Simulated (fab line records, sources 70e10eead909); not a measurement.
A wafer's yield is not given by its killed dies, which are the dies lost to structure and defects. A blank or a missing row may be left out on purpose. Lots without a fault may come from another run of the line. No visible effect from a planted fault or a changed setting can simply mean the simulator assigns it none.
Matching of chambers / flow nand-harc / NHARC_P_CONTACT_CMP_24 on cmp-02: 4 sister chambers
The step polishes, t overpolish 30 s, target thk 200 nm. 8 wafers are shown with their chamber, then 12 later ones without.

== WAFERS PAIRED WITH THEIR CHAMBERS ==
wafer=L082.6; chamber=0; motor-current-A (A)=12.8; time-to-endpoint-s (s)=41.3
wafer=L084.3; chamber=0; motor-current-A (A)=12.9; time-to-endpoint-s (s)=42.2
wafer=L086.2; chamber=2; motor-current-A (A)=10.6; time-to-endpoint-s (s)=41.0
wafer=L091.3; chamber=3; motor-current-A (A)=11.0; time-to-endpoint-s (s)=42.3
wafer=L091.5; chamber=1; motor-current-A (A)=12.7; time-to-endpoint-s (s)=40.3
wafer=L093.1; chamber=2; motor-current-A (A)=10.6; time-to-endpoint-s (s)=38.7
wafer=L093.2; chamber=1; motor-current-A (A)=13.0; time-to-endpoint-s (s)=38.2
wafer=L093.6; chamber=3; motor-current-A (A)=10.7; time-to-endpoint-s (s)=40.7

== WAFERS MISSING THEIR CHAMBER ==
wafer=L092.2; motor-current-A (A)=11.2; time-to-endpoint-s (s)=42.1
wafer=L092.5; motor-current-A (A)=10.9; time-to-endpoint-s (s)=42.8
wafer=L092.6; motor-current-A (A)=10.5; time-to-endpoint-s (s)=43.0
wafer=L094.3; motor-current-A (A)=12.6; time-to-endpoint-s (s)=43.1
wafer=L094.4; motor-current-A (A)=12.4; time-to-endpoint-s (s)=41.0
wafer=L094.6; motor-current-A (A)=13.0; time-to-endpoint-s (s)=42.4
wafer=L096.2; motor-current-A (A)=13.2; time-to-endpoint-s (s)=41.5
wafer=L096.3; motor-current-A (A)=12.5; time-to-endpoint-s (s)=41.2
wafer=L096.4; motor-current-A (A)=10.8; time-to-endpoint-s (s)=41.1
wafer=L097.1; motor-current-A (A)=13.1; time-to-endpoint-s (s)=42.5
wafer=L097.4; motor-current-A (A)=11.2; time-to-endpoint-s (s)=40.6
wafer=L097.5; motor-current-A (A)=11.1; time-to-endpoint-s (s)=39.3

== WHICH CHAMBER EACH WENT THROUGH ==
wafer=L092.2; from the rows above=can't be placed: 3 or 2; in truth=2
wafer=L092.5; from the rows above=can't be placed: 3 or 2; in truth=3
wafer=L092.6; from the rows above=can't be placed: 2 or 3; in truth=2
wafer=L094.3; from the rows above=can't be placed: 0 or 1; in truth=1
wafer=L094.4; from the rows above=can't be placed: 0 or 1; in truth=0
wafer=L094.6; from the rows above=can't be placed: 0 or 1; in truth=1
wafer=L096.2; from the rows above=can't be placed: 0 or 1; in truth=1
wafer=L096.3; from the rows above=can't be placed: 0 or 1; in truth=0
wafer=L096.4; from the rows above=can't be placed: 3 or 2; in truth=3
wafer=L097.1; from the rows above=can't be placed: 0 or 1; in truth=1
wafer=L097.4; from the rows above=can't be placed: 3 or 2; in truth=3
wafer=L097.5; from the rows above=can't be placed: 3 or 2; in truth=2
Correctly placed: 0 of 12. These rows do not allow placing 12 (true chamber among the candidates in 12). Number placed wrongly: 0.
How it was worked out, from the rows above alone: a wafer's distance from a chamber is the root of the sum, over the readings, of the square of ((its reading less the chamber's mean) divided by the reading's scatter). If the next closest chamber is less than 2 further off than the closest, the wafer can't be placed; otherwise it belongs to the closest. A chamber's mean is the mean of its shown wafers. How the scatter is found: for the shown wafers, subtract from each reading the mean of its chamber, square and add these, divide the total by (wafers less chambers), then take the root.
